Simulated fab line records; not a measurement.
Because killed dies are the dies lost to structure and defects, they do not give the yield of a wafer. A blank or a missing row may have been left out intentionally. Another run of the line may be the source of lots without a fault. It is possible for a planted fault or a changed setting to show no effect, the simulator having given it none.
Matching of chambers | flow nand-harc | NHARC_A_WL_FILL_ALD_10 on ald-hk-03: 4 sister chambers
The step deposits SiO2, target thk 50 nm, pulse time 10 s, ald cycles 500. 14 wafers are shown with their chamber, then 7 later ones without.

WAFERS WITH THEIR CHAMBER
wafer  | chamber | heater-power-w (W) | precursor-pulse-height-rel | susceptor-temp-C (C)
L077.1 | 3       | 507                | 0.999                      | 300.25
L077.2 | 2       | 377                | 1.016                      | 300.02
L077.5 | 1       | 517                | 0.985                      | 300.28
L080.2 | 1       | 523                | 0.999                      | 299.95
L080.3 | 3       | 495                | 0.995                      | 299.81
L080.5 | 1       | 523                | 1.006                      | 300.17
L081.4 | 1       | 524                | 1.001                      | 299.84
L081.5 | 2       | 373                | 0.991                      | 299.85
L081.6 | 3       | 487                | 0.986                      | 300.09
L089.2 | 1       | 502                | 0.989                      | 300.28
L089.4 | 0       | 449                | 1.001                      | 300.04
L089.5 | 2       | 373                | 0.983                      | 299.99
L086.2 | 2       | 377                | 0.998                      | 300.24
L086.3 | 1       | 526                | 0.996                      | 299.74

SIGNATURES, as means of the wafers listed above
reading                    | chamber 0 | chamber 1 | chamber 2 | chamber 3 | scatter within a chamber
heater-power-w             | 449.00    | 519.17    | 375.00    | 496.33    | 7.86
precursor-pulse-height-rel | 1.00100   | 0.99600   | 0.99700   | 0.99333   | 0.00993
susceptor-temp-C           | 300.0400  | 300.0433  | 300.0250  | 300.0500  | 0.212
Rule: a wafer's distance from a chamber is the root of the sum, over the readings, of the square of ((its reading less the chamber's mean) divided by the reading's scatter). If the next closest chamber is less than 2 further off than the closest, the wafer can't be placed; otherwise it belongs to the closest. The scatter: take each reading less its chamber's mean, square it, sum over the shown wafers, divide by the number of wafers less the number of chambers, and take the root.

WAFERS MISSING THEIR CHAMBER
wafer  | heater-power-w (W) | precursor-pulse-height-rel | susceptor-temp-C (C)
L086.6 | 379                | 1.005                      | 300.11
L092.1 | 461                | 0.985                      | 300.30
L092.3 | 523                | 0.996                      | 299.98
L092.4 | 495                | 1.033                      | 299.87
L095.2 | 499                | 1.014                      | 299.97
L095.3 | 388                | 0.989                      | 299.92
L095.6 | 489                | 0.990                      | 300.10

THE CHAMBER EACH PASSED THROUGH
wafer  | from the rows above     | in truth
L086.6 | 2                       | 2
L092.1 | 0                       | 0
L092.3 | 1                       | 1
L092.4 | can't be placed: 3 or 1 | 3
L095.2 | can't be placed: 3 or 1 | 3
L095.3 | 2                       | 2
L095.6 | 3                       | 3
Placed correctly: 5 of 7. These rows do not allow placing 2 (true chamber among the candidates in 2). 0 placed wrongly.
